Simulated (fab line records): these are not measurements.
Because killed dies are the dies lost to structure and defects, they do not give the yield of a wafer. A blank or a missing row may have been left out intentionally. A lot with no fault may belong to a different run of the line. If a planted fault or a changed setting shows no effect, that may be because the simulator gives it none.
What tool caused it? :: flow n5 finfet :: 24 lots, 72 wafers sampled, at 4 steps of a route of 1938

WHAT THE GAUGES SHOWED, per wafer
N5_BEOL_M2_INSPECT_13: inspects for defects (brightfield). Usual: raw defect count reads 382 (standard deviation 84).
lot: L074
measured: day 6 11:13
on: defect inspect-01
raw defect count: 406 391 481
flag: 

lot: L075
measured: day 6 22:20
on: defect inspect-01
raw defect count: 370 294 223
flag: 

lot: L076
measured: day 6 23:52
on: defect inspect-01
raw defect count: 366 346 419
flag: 

lot: L077
measured: day 7 18:56
on: defect inspect-02
raw defect count: 243 499 417
flag: 

lot: L078
measured: day 7 19:25
on: defect inspect-02
raw defect count: 629 385 597
flag: 

lot: L079
measured: day 7 20:16
on: defect inspect-02
raw defect count: 297 330 324
flag: 

lot: L080
measured: day 8 01:49
on: defect inspect-02
raw defect count: 406 266 552
flag: 

lot: L081
measured: day 8 05:56
on: defect inspect-01
raw defect count: 365 447 359
flag: 

lot: L082
measured: day 8 10:43
on: defect inspect-02
raw defect count: 448 359 426
flag: 

lot: L083
measured: day 9 02:07
on: defect inspect-02
raw defect count: 240 222 314
flag: 

lot: L084
measured: day 9 09:10
on: defect inspect-01
raw defect count: 371 522 236
flag: 

lot: L085
measured: day 9 02:50
on: defect inspect-01
raw defect count: 399 524 459
flag: 

lot: L086
measured: day 9 12:09
on: defect inspect-01
raw defect count: 335 459 265
flag: 

lot: L087
measured: day 9 18:05
on: defect inspect-01
raw defect count: 436 366 351
flag: 

lot: L088
measured: day 10 13:24
on: defect inspect-02
raw defect count: 351 305 281
flag: 

lot: L090
measured: day 10 10:26
on: defect inspect-01
raw defect count: 309 417 388
flag: 

lot: L089
measured: day 10 14:17
on: defect inspect-01
raw defect count: 361 372 267
flag: 

lot: L092
measured: day 10 22:32
on: defect inspect-02
raw defect count: 437 668 570
flag: 

lot: L091
measured: day 11 07:43
on: defect inspect-02
raw defect count: 423 475 451
flag: 

lot: L093
measured: day 11 15:38
on: defect inspect-01
raw defect count: 370 438 285
flag: 

lot: L094
measured: day 11 15:58
on: defect inspect-01
raw defect count: 265 292 361
flag: 

lot: L095
measured: day 11 22:12
on: defect inspect-02
raw defect count: 417 418 418
flag: 

lot: L096
measured: day 12 03:23
on: defect inspect-01
raw defect count: 384 468 404
flag: 

lot: L097
measured: day 12 10:32
on: defect inspect-01
raw defect count: 334 391 306
flag: 

TOOL THAT RAN EACH LOT (tool first, then ch and the chambers of the sampled wafers, then the start)
lot: L074
N5_BEOL_M0_ANNEAL_119: rtp anneal-02 ch 0, day 6 00:31
N5_BEOL_M1_TRENCH_ETCH_37: rie diel-03 ch 1,2,3, day 6 08:37 or earlier
N5_BEOL_M1_ANNEAL_93: pvd sputter-02, day 6 08:37

lot: L075
N5_BEOL_M0_ANNEAL_119: rtp anneal-02 ch 0, day 6 07:01
N5_BEOL_M1_TRENCH_ETCH_37: rie diel-04 ch 0,2, day 6 17:43 or earlier
N5_BEOL_M1_ANNEAL_93: pvd sputter-01, day 6 17:43

lot: L076
N5_BEOL_M0_ANNEAL_119: rtp anneal-01 ch 0, day 6 10:13
N5_BEOL_M1_TRENCH_ETCH_37: rie diel-03 ch 0,2,3, day 6 21:17 or earlier
N5_BEOL_M1_ANNEAL_93: pvd sputter-02, day 6 21:17

lot: L077
N5_BEOL_M0_ANNEAL_119: rtp anneal-01 ch 0, day 6 16:40
N5_BEOL_M1_TRENCH_ETCH_37: rie diel-01 ch 1,2,3, day 7 13:35 or earlier
N5_BEOL_M1_ANNEAL_93: pvd sputter-03, day 7 13:35

lot: L078
N5_BEOL_M0_ANNEAL_119: rtp anneal-01 ch 0, day 6 20:00
N5_BEOL_M1_TRENCH_ETCH_37: rie diel-03 ch 1,2,3, day 7 15:05 or earlier
N5_BEOL_M1_ANNEAL_93: pvd sputter-02, day 7 15:05

lot: L079
N5_BEOL_M0_ANNEAL_119: rtp anneal-02 ch 0, day 7 05:48
N5_BEOL_M1_TRENCH_ETCH_37: rie diel-03 ch 0,1, day 7 17:09 or earlier
N5_BEOL_M1_ANNEAL_93: pvd sputter-01, day 7 17:09

lot: L080
N5_BEOL_M0_ANNEAL_119: rtp anneal-02 ch 0, day 7 09:53
N5_BEOL_M1_TRENCH_ETCH_37: rie diel-03 ch 0,2, day 7 23:13 or earlier
N5_BEOL_M1_ANNEAL_93: pvd sputter-01, day 7 23:13

lot: L081
N5_BEOL_M0_ANNEAL_119: rtp anneal-01 ch 0, day 7 18:27
N5_BEOL_M1_TRENCH_ETCH_37: rie diel-01 ch 2,3, day 8 03:19 or earlier
N5_BEOL_M1_ANNEAL_93: pvd sputter-01, day 8 03:19

lot: L082
N5_BEOL_M0_ANNEAL_119: rtp anneal-01 ch 0, day 7 22:14
N5_BEOL_M1_TRENCH_ETCH_37: rie diel-04 ch 0,1,3, day 8 07:52 or earlier
N5_BEOL_M1_ANNEAL_93: pvd sputter-01, day 8 07:52

lot: L083
N5_BEOL_M0_ANNEAL_119: rtp anneal-01 ch 0, day 8 09:10
N5_BEOL_M1_TRENCH_ETCH_37: rie diel-01 ch 0,2,3, day 8 21:32 or earlier
N5_BEOL_M1_ANNEAL_93: pvd sputter-03, day 8 21:32

lot: L084
N5_BEOL_M0_ANNEAL_119: rtp anneal-01 ch 0, day 8 14:22
N5_BEOL_M1_TRENCH_ETCH_37: rie diel-04 ch 0,2,3, day 9 06:25 or earlier
N5_BEOL_M1_ANNEAL_93: pvd sputter-03, day 9 06:25

lot: L085
N5_BEOL_M0_ANNEAL_119: rtp anneal-02 ch 0, day 8 16:58
N5_BEOL_M1_TRENCH_ETCH_37: rie diel-01 ch 1,2, day 9 00:31 or earlier
N5_BEOL_M1_ANNEAL_93: pvd sputter-03, day 9 00:31

lot: L086
N5_BEOL_M0_ANNEAL_119: rtp anneal-02 ch 0, day 8 22:27
N5_BEOL_M1_TRENCH_ETCH_37: rie diel-03 ch 2,3, day 9 08:35 or earlier
N5_BEOL_M1_ANNEAL_93: pvd sputter-02, day 9 08:35

lot: L087
N5_BEOL_M0_ANNEAL_119: rtp anneal-02 ch 0, day 9 04:37
N5_BEOL_M1_TRENCH_ETCH_37: rie diel-01 ch 1,2,3, day 9 14:11 or earlier
N5_BEOL_M1_ANNEAL_93: pvd sputter-03, day 9 14:11

lot: L088
N5_BEOL_M0_ANNEAL_119: rtp anneal-02 ch 0, day 9 17:43
N5_BEOL_M1_TRENCH_ETCH_37: rie diel-03 ch 0,1,2, day 10 09:14 or earlier
N5_BEOL_M1_ANNEAL_93: pvd sputter-02, day 10 09:14

lot: L090
N5_BEOL_M0_ANNEAL_119: rtp anneal-01 ch 0, day 9 22:09
N5_BEOL_M1_TRENCH_ETCH_37: rie diel-01 ch 1,2,3, day 10 07:12 or earlier
N5_BEOL_M1_ANNEAL_93: pvd sputter-02, day 10 07:12

lot: L089
N5_BEOL_M0_ANNEAL_119: rtp anneal-02 ch 0, day 10 00:15
N5_BEOL_M1_TRENCH_ETCH_37: rie diel-03 ch 0,1, day 10 12:09 or earlier
N5_BEOL_M1_ANNEAL_93: pvd sputter-03, day 10 12:09

lot: L092
N5_BEOL_M0_ANNEAL_119: rtp anneal-02 ch 0, day 10 13:22
N5_BEOL_M1_TRENCH_ETCH_37: rie diel-03 ch 1,2,3, day 10 19:44 or earlier
N5_BEOL_M1_ANNEAL_93: pvd sputter-01, day 10 19:44

lot: L091
N5_BEOL_M0_ANNEAL_119: rtp anneal-01 ch 0, day 10 16:37
N5_BEOL_M1_TRENCH_ETCH_37: rie diel-04 ch 2,3, day 11 03:01 or earlier
N5_BEOL_M1_ANNEAL_93: pvd sputter-01, day 11 03:01

lot: L093
N5_BEOL_M0_ANNEAL_119: rtp anneal-02 ch 0, day 10 17:38
N5_BEOL_M1_TRENCH_ETCH_37: rie diel-01 ch 0,1,2, day 11 11:38 or earlier
N5_BEOL_M1_ANNEAL_93: pvd sputter-01, day 11 11:38

lot: L094
N5_BEOL_M0_ANNEAL_119: rtp anneal-01 ch 0, day 10 21:04
N5_BEOL_M1_TRENCH_ETCH_37: rie diel-04 ch 1,2,3, day 11 11:38 or earlier
N5_BEOL_M1_ANNEAL_93: pvd sputter-02, day 11 11:38

lot: L095
N5_BEOL_M0_ANNEAL_119: rtp anneal-01 ch 0, day 11 06:59
N5_BEOL_M1_TRENCH_ETCH_37: rie diel-03 ch 0,1,2, day 11 18:15 or earlier
N5_BEOL_M1_ANNEAL_93: pvd sputter-01, day 11 18:15

lot: L096
N5_BEOL_M0_ANNEAL_119: rtp anneal-01 ch 0, day 11 14:12
N5_BEOL_M1_TRENCH_ETCH_37: rie diel-03 ch 2,3, day 11 23:56 or earlier
N5_BEOL_M1_ANNEAL_93: pvd sputter-01, day 11 23:56

lot: L097
N5_BEOL_M0_ANNEAL_119: rtp anneal-01 ch 0, day 11 18:07
N5_BEOL_M1_TRENCH_ETCH_37: rie diel-03 ch 0,1,3, day 12 07:40 or earlier
N5_BEOL_M1_ANNEAL_93: pvd sputter-03, day 12 07:40
- N5_BEOL_M0_ANNEAL_119: time 90 s.
- N5_BEOL_M1_TRENCH_ETCH_37: etches SiOC in C4F6/O2, target depth 55.207 nm, time 29 s.
- N5_BEOL_M1_ANNEAL_93: time 240 s.

AS READ BY THE TOOLS THEMSELVES (means over the sampled wafers that have a number; for cases with no such wafer, the mark the record gives instead)
N5_BEOL_M0_ANNEAL_119. Usual: wafer_temp_C_max reads 226.3 (standard deviation 0.36).
lot: L074
tool: rtp anneal-02
wafer_temp_C_max: 226.0
flag: 

lot: L075
tool: rtp anneal-02
wafer_temp_C_max: 226.3
flag: 

lot: L076
tool: rtp anneal-01
wafer_temp_C_max: 226.2
flag: 

lot: L077
tool: rtp anneal-01
wafer_temp_C_max: 226.8
flag: 

lot: L078
tool: rtp anneal-01
wafer_temp_C_max: 226.6
flag: 

lot: L079
tool: rtp anneal-02
wafer_temp_C_max: 226.0
flag: 

lot: L080
tool: rtp anneal-02
wafer_temp_C_max: 225.8
flag: 

lot: L081
tool: rtp anneal-01
wafer_temp_C_max: 226.4
flag: 

lot: L082
tool: rtp anneal-01
wafer_temp_C_max: 226.6
flag: 

lot: L083
tool: rtp anneal-01
wafer_temp_C_max: 226.4
flag: 

lot: L084
tool: rtp anneal-01
wafer_temp_C_max: 226.3
flag: 

lot: L085
tool: rtp anneal-02
wafer_temp_C_max: 225.8
flag: 

lot: L086
tool: rtp anneal-02
wafer_temp_C_max: 226.1
flag: 

lot: L087
tool: rtp anneal-02
wafer_temp_C_max: 226.1
flag: 

lot: L088
tool: rtp anneal-02
wafer_temp_C_max: 226.3
flag: 

lot: L090
tool: rtp anneal-01
wafer_temp_C_max: 226.6
flag: 

lot: L089
tool: rtp anneal-02
wafer_temp_C_max: 225.8
flag: 

lot: L092
tool: rtp anneal-02
wafer_temp_C_max: 225.8
flag: 

lot: L091
tool: rtp anneal-01
wafer_temp_C_max: 226.4
flag: 

lot: L093
tool: rtp anneal-02
wafer_temp_C_max: 226.2
flag: 

lot: L094
tool: rtp anneal-01
wafer_temp_C_max: 226.4
flag: 

lot: L095
tool: rtp anneal-01
wafer_temp_C_max: 226.6
flag: 

lot: L096
tool: rtp anneal-01
wafer_temp_C_max: 226.6
flag: 

lot: L097
tool: rtp anneal-01
wafer_temp_C_max: 226.6
flag: 

N5_BEOL_M1_TRENCH_ETCH_37. Usual: C4F6_flow_sccm 10.00 sccm, standard deviation 0.031; drypump motor current A 5.73 A, standard deviation 0.3; oes product au 0.78 a.u., standard deviation 0.059; rf vpp V 673 V, standard deviation 19; showerhead plenum p Torr 2.87 Torr, standard deviation 0.1; throttle valve pct 20.96 %, standard deviation 0.25.
lot: L074
tool: rie diel-03
C4F6_flow_sccm (sccm): 10.00
drypump motor current A (A): 5.63
oes product au (a.u.): 0.78
rf vpp V (V): 671
showerhead plenum p Torr (Torr): 2.92
throttle valve pct (%): 21.10
flag: 

lot: L075
tool: rie diel-04
C4F6_flow_sccm (sccm): 10.03
drypump motor current A (A): 5.93
oes product au (a.u.): 0.74
rf vpp V (V): 647
showerhead plenum p Torr (Torr): 2.75
throttle valve pct (%): 20.81
flag: 

lot: L076
tool: rie diel-03
C4F6_flow_sccm (sccm): 10.02
drypump motor current A (A): 5.76
oes product au (a.u.): 0.80
rf vpp V (V): 678
showerhead plenum p Torr (Torr): 2.95
throttle valve pct (%): 21.17
flag: 

lot: L077
tool: rie diel-01
C4F6_flow_sccm (sccm): 9.97
drypump motor current A (A): 5.97
oes product au (a.u.): 0.75
rf vpp V (V): 665
showerhead plenum p Torr (Torr): 2.82
throttle valve pct (%): 21.02
flag: 

lot: L078
tool: rie diel-03
C4F6_flow_sccm (sccm): 10.00
drypump motor current A (A): 5.62
oes product au (a.u.): 0.76
rf vpp V (V): 671
showerhead plenum p Torr (Torr): 2.92
throttle valve pct (%): 21.12
flag: 

lot: L079
tool: rie diel-03
C4F6_flow_sccm (sccm): 9.97
drypump motor current A (A): 5.48
oes product au (a.u.): 0.84
rf vpp V (V): 680
showerhead plenum p Torr (Torr): 2.94
throttle valve pct (%): 20.91
flag: 

lot: L080
tool: rie diel-03
C4F6_flow_sccm (sccm): 10.02
drypump motor current A (A): 5.68
oes product au (a.u.): 0.81
rf vpp V (V): 692
showerhead plenum p Torr (Torr): 3.00
throttle valve pct (%): 21.28
flag: 

lot: L081
tool: rie diel-01
C4F6_flow_sccm (sccm): 9.99
drypump motor current A (A): 6.10
oes product au (a.u.): 0.75
rf vpp V (V): 660
showerhead plenum p Torr (Torr): 2.89
throttle valve pct (%): 21.00
flag: 

lot: L082
tool: rie diel-04
C4F6_flow_sccm (sccm): 9.99
drypump motor current A (A): 5.49
oes product au (a.u.): 0.82
rf vpp V (V): 667
showerhead plenum p Torr (Torr): 2.82
throttle valve pct (%): 20.58
flag: 

lot: L083
tool: rie diel-01
C4F6_flow_sccm (sccm): 9.98
drypump motor current A (A): 5.94
oes product au (a.u.): 0.78
rf vpp V (V): 671
showerhead plenum p Torr (Torr): 2.87
throttle valve pct (%): 20.87
flag: 

lot: L084
tool: rie diel-04
C4F6_flow_sccm (sccm): 10.00
drypump motor current A (A): 5.60
oes product au (a.u.): 0.75
rf vpp V (V): 660
showerhead plenum p Torr (Torr): 2.79
throttle valve pct (%): 20.66
flag: 

lot: L085
tool: rie diel-01
C4F6_flow_sccm (sccm): 10.01
drypump motor current A (A): 6.20
oes product au (a.u.): 0.75
rf vpp V (V): 669
showerhead plenum p Torr (Torr): 2.89
throttle valve pct (%): 21.01
flag: 

lot: L086
tool: rie diel-03
C4F6_flow_sccm (sccm): 9.98
drypump motor current A (A): 5.81
oes product au (a.u.): 0.72
rf vpp V (V): 663
showerhead plenum p Torr (Torr): 2.89
throttle valve pct (%): 21.23
flag: 

lot: L087
tool: rie diel-01
C4F6_flow_sccm (sccm): 9.98
drypump motor current A (A): 5.99
oes product au (a.u.): 0.74
rf vpp V (V): 665
showerhead plenum p Torr (Torr): 2.81
throttle valve pct (%): 21.05
flag: 

lot: L088
tool: rie diel-03
C4F6_flow_sccm (sccm): 10.01
drypump motor current A (A): 5.57
oes product au (a.u.): 0.81
rf vpp V (V): 685
showerhead plenum p Torr (Torr): 2.96
throttle valve pct (%): 21.12
flag: 

lot: L090
tool: rie diel-01
C4F6_flow_sccm (sccm): 9.97
drypump motor current A (A): 6.00
oes product au (a.u.): 0.74
rf vpp V (V): 664
showerhead plenum p Torr (Torr): 2.81
throttle valve pct (%): 21.05
flag: 

lot: L089
tool: rie diel-03
C4F6_flow_sccm (sccm): 9.98
drypump motor current A (A): 5.61
oes product au (a.u.): 0.83
rf vpp V (V): 688
showerhead plenum p Torr (Torr): 2.96
throttle valve pct (%): 21.00
flag: 

lot: L092
tool: rie diel-03
C4F6_flow_sccm (sccm): 10.00
drypump motor current A (A): 5.64
oes product au (a.u.): 0.75
rf vpp V (V): 671
showerhead plenum p Torr (Torr): 2.91
throttle valve pct (%): 21.15
flag: 

lot: L091
tool: rie diel-04
C4F6_flow_sccm (sccm): 9.98
drypump motor current A (A): 5.39
oes product au (a.u.): 0.73
rf vpp V (V): 679
showerhead plenum p Torr (Torr): 2.78
throttle valve pct (%): 20.55
flag: 

lot: L093
tool: rie diel-01
C4F6_flow_sccm (sccm): 9.99
drypump motor current A (A): 5.99
oes product au (a.u.): 0.75
rf vpp V (V): 680
showerhead plenum p Torr (Torr): 2.86
throttle valve pct (%): 20.93
flag: 

lot: L094
tool: rie diel-04
C4F6_flow_sccm (sccm): 10.00
drypump motor current A (A): 5.60
oes product au (a.u.): 0.76
rf vpp V (V): 674
showerhead plenum p Torr (Torr): 2.76
throttle valve pct (%): 20.64
flag: 

lot: L095
tool: rie diel-03
C4F6_flow_sccm (sccm): 10.00
drypump motor current A (A): 5.58
oes product au (a.u.): 0.79
rf vpp V (V): 686
showerhead plenum p Torr (Torr): 2.96
throttle valve pct (%): 21.12
flag: 

lot: L096
tool: rie diel-03
C4F6_flow_sccm (sccm): 10.03
drypump motor current A (A): 5.83
oes product au (a.u.): 0.71
rf vpp V (V): 665
showerhead plenum p Torr (Torr): 2.88
throttle valve pct (%): 21.24
flag: 

lot: L097
tool: rie diel-03
C4F6_flow_sccm (sccm): 10.00
drypump motor current A (A): 5.66
oes product au (a.u.): 0.76
rf vpp V (V): 672
showerhead plenum p Torr (Torr): 2.90
throttle valve pct (%): 21.04
flag: 

N5_BEOL_M1_ANNEAL_93. Usual: heater power w 823 W, standard deviation 90; susceptor_temp_C_max 401.0, standard deviation 0.42.
lot: L074
tool: pvd sputter-02
heater power w (W): 791
susceptor_temp_C_max: 400.8
flag: 

lot: L075
tool: pvd sputter-01
heater power w (W): 745
susceptor_temp_C_max: 400.8
flag: 

lot: L076
tool: pvd sputter-02
heater power w (W): 828
susceptor_temp_C_max: 400.7
flag: 

lot: L077
tool: pvd sputter-03
heater power w (W): 844
susceptor_temp_C_max: 401.0
flag: 

lot: L078
tool: pvd sputter-02
heater power w (W): 792
susceptor_temp_C_max: 400.8
flag: 

lot: L079
tool: pvd sputter-01
heater power w (W): 754
susceptor_temp_C_max: 401.3
flag: 

lot: L080
tool: pvd sputter-01
heater power w (W): 935
susceptor_temp_C_max: 401.1
flag: 

lot: L081
tool: pvd sputter-01
heater power w (W): 842
susceptor_temp_C_max: 400.9
flag: 

lot: L082
tool: pvd sputter-01
heater power w (W): 871
susceptor_temp_C_max: 401.0
flag: 

lot: L083
tool: pvd sputter-03
heater power w (W): 814
susceptor_temp_C_max: 400.8
flag: 

lot: L084
tool: pvd sputter-03
heater power w (W): 805
susceptor_temp_C_max: 401.1
flag: 

lot: L085
tool: pvd sputter-03
heater power w (W): 816
susceptor_temp_C_max: 401.3
flag: 

lot: L086
tool: pvd sputter-02
heater power w (W): 768
susceptor_temp_C_max: 400.7
flag: 

lot: L087
tool: pvd sputter-03
heater power w (W): 842
susceptor_temp_C_max: 401.4
flag: 

lot: L088
tool: pvd sputter-02
heater power w (W): 763
susceptor_temp_C_max: 400.9
flag: 

lot: L090
tool: pvd sputter-02
heater power w (W): 760
susceptor_temp_C_max: 400.9
flag: 

lot: L089
tool: pvd sputter-03
heater power w (W): 867
susceptor_temp_C_max: 401.2
flag: 

lot: L092
tool: pvd sputter-01
heater power w (W): 767
susceptor_temp_C_max: 401.3
flag: 

lot: L091
tool: pvd sputter-01
heater power w (W): 790
susceptor_temp_C_max: 401.1
flag: 

lot: L093
tool: pvd sputter-01
heater power w (W): 766
susceptor_temp_C_max: 400.9
flag: 

lot: L094
tool: pvd sputter-02
heater power w (W): 744
susceptor_temp_C_max: 400.6
flag: 

lot: L095
tool: pvd sputter-01
heater power w (W): 853
susceptor_temp_C_max: 400.8
flag: 

lot: L096
tool: pvd sputter-01
heater power w (W): 929
susceptor_temp_C_max: 401.0
flag: 

lot: L097
tool: pvd sputter-03
heater power w (W): 860
susceptor_temp_C_max: 401.3
flag: 

THE ANSWER, worked out from the rows above alone
Rule: a lot is off if the mean of its wafers that have a number lies more than 3 standard deviations from the usual mean. A lot without any number at a reading at which 4 lots or more have one is off too. All remaining lots with rows at the step are treated as sound. The gauges are gone through in route order, then the tools' own readings, and for those a lot's mean is taken as printed above. At the first step where some lot is off, the reading lying furthest off is the one used; lots without a number count as furthest.
Nothing can be told from this: no lot is off at any reading shown.

WHAT THE SIMULATOR PUT IN
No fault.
